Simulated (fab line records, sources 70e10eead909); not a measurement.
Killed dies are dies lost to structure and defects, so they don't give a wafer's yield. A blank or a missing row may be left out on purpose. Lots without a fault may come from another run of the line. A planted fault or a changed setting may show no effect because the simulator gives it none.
Chamber matching | flow nand_harc | NHARC_P_CONTACT_ETCH_35 on rie_diel-01: 4 sister chambers
The step etches the open film in CF4, target depth 39 nm, time 65 s. 16 wafers are shown with their chamber, then 8 later ones without.

WAFERS WITH THEIR CHAMBER
wafer  | chamber | drypump_motor_current_A (A) | rf_vpp_V (V) | throttle_valve_pct (%)
L078.3 | 0       | 5.5                         | 152.7        | 13.286
L078.4 | 2       | 5.5                         | 150.8        | 13.281
L078.5 | 0       | 5.5                         | 151.1        | 13.273
L082.2 | 0       | 5.5                         | 150.4        | 13.270
L082.3 | 2       | 5.5                         | 152.1        | 13.285
L082.5 | 1       | 5.0                         | 150.6        | 13.286
L083.2 | 2       | 5.5                         | 151.7        | 13.284
L083.3 | 1       | 5.1                         | 150.2        | 13.282
L083.5 | 3       | 5.2                         | 152.4        | 13.292
L084.1 | 2       | 5.5                         | 151.1        | 13.275
L084.4 | 1       | 5.1                         | 150.4        | 13.285
L084.6 | 2       | 5.5                         | 152.6        | 13.288
L085.2 | 1       | 5.1                         | 152.0        | 13.285
L085.3 | 2       | 5.5                         | 152.3        | 13.290
L085.6 | 2       | 5.5                         | 151.5        | 13.279
L090.1 | 0       | 5.4                         | 150.4        | 13.295

SIGNATURES (means of the wafers above)
reading                 | chamber 0 | chamber 1 | chamber 2 | chamber 3 | scatter within a chamber
drypump_motor_current_A | 5.475     | 5.075     | 5.500     | 5.200     | 0.0354
rf_vpp_V                | 151.150   | 150.800   | 151.729   | 152.400   | 0.82
throttle_valve_pct      | 13.28100  | 13.28450  | 13.28314  | 13.29200  | 0.00694
Rule: a wafer's distance from a chamber is the root of the sum, over the readings, of the square of ((its reading less the chamber's mean) divided by the reading's scatter). The wafer belongs to the nearest chamber; if the next one is less than 2 further off, it can't be placed. The scatter: the root of (the sum of the squares of (reading less its chamber's mean) over the shown wafers, divided by (wafers less chambers)).

WAFERS WITHOUT THEIR CHAMBER
wafer  | drypump_motor_current_A (A) | rf_vpp_V (V) | throttle_valve_pct (%)
L090.2 | 5.1                         | 151.0        | 13.299
L090.6 | 5.5                         | 152.2        | 13.282
L095.1 | 5.2                         | 151.8        | 13.296
L095.2 | 5.5                         | 154.2        | 13.299
L095.4 | 5.5                         | 150.6        | 13.280
L097.1 | 5.1                         | 150.1        | 13.288
L097.5 | 5.5                         | 151.9        | 13.274
L097.6 | 5.1                         | 151.5        | 13.269

WHICH CHAMBER EACH WENT THROUGH
wafer  | from the rows above     | in truth
L090.2 | can't be placed: 1 or 3 | 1
L090.6 | can't be placed: 2 or 0 | 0
L095.1 | 3                       | 3
L095.2 | can't be placed: 2 or 0 | 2
L095.4 | can't be placed: 0 or 2 | 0
L097.1 | 1                       | 1
L097.5 | can't be placed: 2 or 0 | 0
L097.6 | can't be placed: 1 or 3 | 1
Placed correctly: 2 of 8. Can't be placed from these rows: 6 (the true chamber is among the candidates in 6). Placed wrongly: 0.
